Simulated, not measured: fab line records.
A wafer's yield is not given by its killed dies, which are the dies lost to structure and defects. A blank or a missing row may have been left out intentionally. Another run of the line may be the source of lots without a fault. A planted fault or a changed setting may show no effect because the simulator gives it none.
Check for tools in common + flow nandHarc + 14 lots and 42 wafers in the sample

== WHAT PROMPTED THE OPENING ==
At NHARC_A_ONON_D1_THK_MEAS_11 the reading thkNm is flagged on 2 of 14 lots. No-fault wafers: 1002 nm, standard deviation 14.
Rule: flag the lot when none of its wafers has a number, or when each of its wafers that has one lies beyond 4 standard deviations from that mean. The other lots count as sound.

| lot  | measured     | on           | thkNm (nm), wafer by wafer | flag    |
|------|--------------|--------------|----------------------------|---------|
| L139 | day 7 18:40  | filmMetro-01 | 1000 1000 1000             |         |
| L140 | day 8 04:59  | filmMetro-02 | 1007 1010 1008             |         |
| L141 | day 8 05:04  | filmMetro-01 | 1003 1001 1001             |         |
| L144 | day 8 16:17  | filmMetro-02 | 1008 1008 1009             |         |
| L143 | day 8 16:24  | filmMetro-01 | 1008 1008 1007             |         |
| L145 | day 9 00:13  | filmMetro-02 | 1005 1005 1005             |         |
| L146 | day 9 00:22  | filmMetro-02 | 996 994 995                |         |
| L147 | day 9 15:22  | filmMetro-01 | 997 997 998                |         |
| L148 | day 9 15:25  | filmMetro-01 | 1001 1002 1002             |         |
| L149 | day 10 10:01 | filmMetro-01 | 981 982 983                |         |
| L150 | day 10 10:01 | filmMetro-02 | 979 979 979                |         |
| L153 | day 11 02:36 | filmMetro-01 | 1010 1012 1013             |         |
| L156 | day 11 16:21 | filmMetro-02 | 1498 1497 1498             | FLAGGED |
| L158 | day 12 03:47 | filmMetro-01 | 1480 1478 1479             | FLAGGED |
Average over the flagged lots: 1488 nm; offset from the usual +486 nm, equal to +35 standard deviations.

== EACH LOT AND THE TOOL IT RAN ON ==
The record holds 1 process step before the reading, out of a route of 1159 steps. Cell contents, in order: the tool; ch with the chambers the sampled wafers went through; the start.
| lot  | flag    | NHARC_A_ONON_D1_DEP_09          |
|------|---------|---------------------------------|
| L139 |         | pecvdOnon-04 ch 0, day 7 18:17  |
| L140 |         | pecvdOnon-02 ch 0, day 8 04:28  |
| L141 |         | pecvdOnon-04 ch 0, day 8 04:38  |
| L144 |         | pecvdOnon-02 ch 0, day 8 15:46  |
| L143 |         | pecvdOnon-03 ch 0, day 8 16:01  |
| L145 |         | pecvdOnon-04 ch 0, day 8 23:49  |
| L146 |         | pecvdOnon-02 ch 0, day 9 00:02  |
| L147 |         | pecvdOnon-02 ch 0, day 9 14:51  |
| L148 |         | pecvdOnon-03 ch 0, day 9 14:56  |
| L149 |         | pecvdOnon-04 ch 0, day 10 09:30 |
| L150 |         | pecvdOnon-02 ch 0, day 10 09:31 |
| L153 |         | pecvdOnon-03 ch 0, day 11 02:08 |
| L156 | FLAGGED | pecvdOnon-02 ch 0, day 11 15:53 |
| L158 | FLAGGED | pecvdOnon-02 ch 0, day 12 03:16 |
These steps, and what they do:
- NHARC_A_ONON_D1_DEP_09: target thk 1000 nm.
- NHARC_A_ONON_D1_THK_MEAS_11: measures by ellipsometry.

== FLAGGED OVER TOTAL, TOOL BY TOOL (the gauges that took the reading come last) ==
| step                        | tool         | lots run | flagged | share of the flagged lots | sound lots run after its first flagged lot |
|-----------------------------|--------------|----------|---------|---------------------------|--------------------------------------------|
| NHARC_A_ONON_D1_DEP_09      | pecvdOnon-02 | 7        | 2       | all                       | 0                                          |
| NHARC_A_ONON_D1_DEP_09      | pecvdOnon-03 | 3        | 0       | none                      | -                                          |
| NHARC_A_ONON_D1_DEP_09      | pecvdOnon-04 | 4        | 0       | none                      | -                                          |
| NHARC_A_ONON_D1_THK_MEAS_11 | filmMetro-01 | 8        | 1       | some                      | 0                                          |
| NHARC_A_ONON_D1_THK_MEAS_11 | filmMetro-02 | 6        | 1       | some                      | 0                                          |

== WHAT IS ALLOWED BY THE TABLE ==
All flagged lots share 1 row of the table, namely pecvdOnon-02 at NHARC_A_ONON_D1_DEP_09.
- pecvdOnon-02 at NHARC_A_ONON_D1_DEP_09: 2 of its 7 lots flagged. Its last sound lot is L150 (day 10 09:31), its first flagged lot L156 (day 11 15:53): a fault that began between those two fits.
One tool is left: pecvdOnon-02 at NHARC_A_ONON_D1_DEP_09.

== WHAT THE SIMULATOR PUT IN ==
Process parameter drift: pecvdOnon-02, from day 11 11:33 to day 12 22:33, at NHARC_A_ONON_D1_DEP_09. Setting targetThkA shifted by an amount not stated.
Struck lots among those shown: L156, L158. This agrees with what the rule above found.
